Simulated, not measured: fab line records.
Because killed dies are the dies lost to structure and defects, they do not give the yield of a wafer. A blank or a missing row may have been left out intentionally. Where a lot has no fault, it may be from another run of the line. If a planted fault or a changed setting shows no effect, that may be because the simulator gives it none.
A struck lot beside a sound one	flow nand-harc	15 steps out of a route of 1159
Sound: these wafers, L561.1, L561.2, L561.6. Struck: wafer L568.4 (left out: L568.3, a lot-mate that was not struck); the cause follows at the end.
Per side, at each step with rows, come the tool, then ch with its chambers, and then its first start. Under that, the readings that differ: sound wafers	struck wafers	difference of the means	sigmas: that difference in standard deviations of wafers without a fault.
alike: words and numbers the same on both sides, and readings whose means are apart by under 2 such deviations; not compared: readings that were withheld, readings missing a value for some wafer, numbers with overlapping values and no deviation given by the record, and bounds like >300 which may hide the same value.
A row with sigmas, a row that says differs or no value, or rows on one side alone: a step with any of these is where the two part. When numbers do not overlap yet have no deviation, they are printed without sigmas and do not part them. Lack of a reading on every wafer of one side parts them only where that side has two or more wafers.

first, 4 steps without rows for these wafers: NHARC_P_CONTACT_EBR_08; NHARC_P_CONTACT_EXPOSE_09 (exposes mask P CA, target cd 90 nm); NHARC_P_CONTACT_PEB_10 (peb time 65 s); NHARC_P_CONTACT_DEVELOP_11 (develop time 35 s).
NHARC_P_CONTACT_CD_MEAS_12 targets a cd of 90 nm.
  sound on cd-sem-03 ch 0, day 8 02:01; struck on cd-sem-02 ch 0, day 9 19:30
  alike: cd-nm
NHARC_P_CONTACT_OVL_MEAS_13:
  struck on overlay-02, day 9 19:35; sound on overlay-02, day 8 02:07
  alike: overlay-x-nm, overlay-y-nm
NHARC_P_CONTACT_INSPECT_14:
  struck on defect-inspect-01, day 9 19:37; sound on defect-inspect-01, day 8 02:08
  alike: raw-defect-count
NHARC_P_CONTACT_DESCUM_17: chemistry O2, time 3 s.
  sound on rie-diel-07 ch 0,2,3, day 8 02:13; struck on rie-diel-07 ch 2, day 9 19:41
  alike: drypump-motor-current-A, mfc-ar-sccm, oes-product-au, rf-vpp-V, showerhead-plenum-p-Torr, throttle-valve-pct
  not compared: rf-hours-counter-h
NHARC_P_CONTACT_ETCH_35: etches the open film in CF4, target depth 39 nm, time 65 s.
  sound on rie-diel-07 ch 0,1, day 8 02:17; struck on rie-diel-07 ch 3, day 9 19:46
reading	sound	struck	difference	sigmas
oes-product-au (a.u.)	1.019 1.007 1.007	0.990	-0.021	-2
  alike: drypump-motor-current-A, mfc-ar-sccm, rf-vpp-V, run-length-s, showerhead-plenum-p-Torr, throttle-valve-pct
  not compared: rf-hours-counter-h
NHARC_P_CONTACT_ETCH_36: etches the open film in N2/H2, target depth 260 nm, time 406.25 s.
  sound on rie-diel-07 ch 0,1,2; struck on rie-diel-07 ch 2
  alike: drypump-motor-current-A, mfc-ar-sccm, oes-product-au, rf-vpp-V, run-length-s, showerhead-plenum-p-Torr, throttle-valve-pct
  not compared: rf-hours-counter-h
NHARC_P_CONTACT_ETCH_18: etches the open film in C4F8/O2/Ar, target depth 481 nm, time 240.5 s.
  sound on rie-diel-07 ch 0,2,3; struck on rie-diel-07 ch 0
  alike: oes-product-au, rf-vpp-V, run-length-s
  not compared: rf-hours-counter-h
then, 1 step without rows for these wafers: NHARC_P_CONTACT_STRIP_37 (strips in C4F8/O2/Ar).
NHARC_P_CONTACT_ETCH_31: etches the open film in CH3F/O2, target depth 30 nm, time 85.7 s.
  sound on rie-diel-07 ch 0,1,3, day 8 02:58; struck on rie-diel-07 ch 0, day 9 20:29
reading	sound	struck	difference	sigmas
mfc-ar-sccm (sccm)	201.1 200.2 199.9	198.9	-1.5	-2
run-length-s (s)	106.7 107.5 107.3	59.8	-47.4	-99 or more
throttle-valve-pct (%)	20.667 20.658 20.666	20.645	-0.019	-2
  alike: drypump-motor-current-A, oes-product-au, rf-vpp-V, showerhead-plenum-p-Torr
  not compared: rf-hours-counter-h
NHARC_P_CONTACT_CD_MEAS_19:
  struck on cd-sem-02, day 9 20:37; sound on cd-sem-03, day 8 03:04
  alike: cd-nm
then, 1 step without rows for these wafers: NHARC_END_SORT_01.

WHERE THEY PART
First at NHARC_P_CONTACT_ETCH_35; last, within this record, at NHARC_P_CONTACT_ETCH_31. Later steps at which nothing parts them and some readings are alike: NHARC_P_CONTACT_CD_MEAS_19.

WHY: whatever the simulator had introduced
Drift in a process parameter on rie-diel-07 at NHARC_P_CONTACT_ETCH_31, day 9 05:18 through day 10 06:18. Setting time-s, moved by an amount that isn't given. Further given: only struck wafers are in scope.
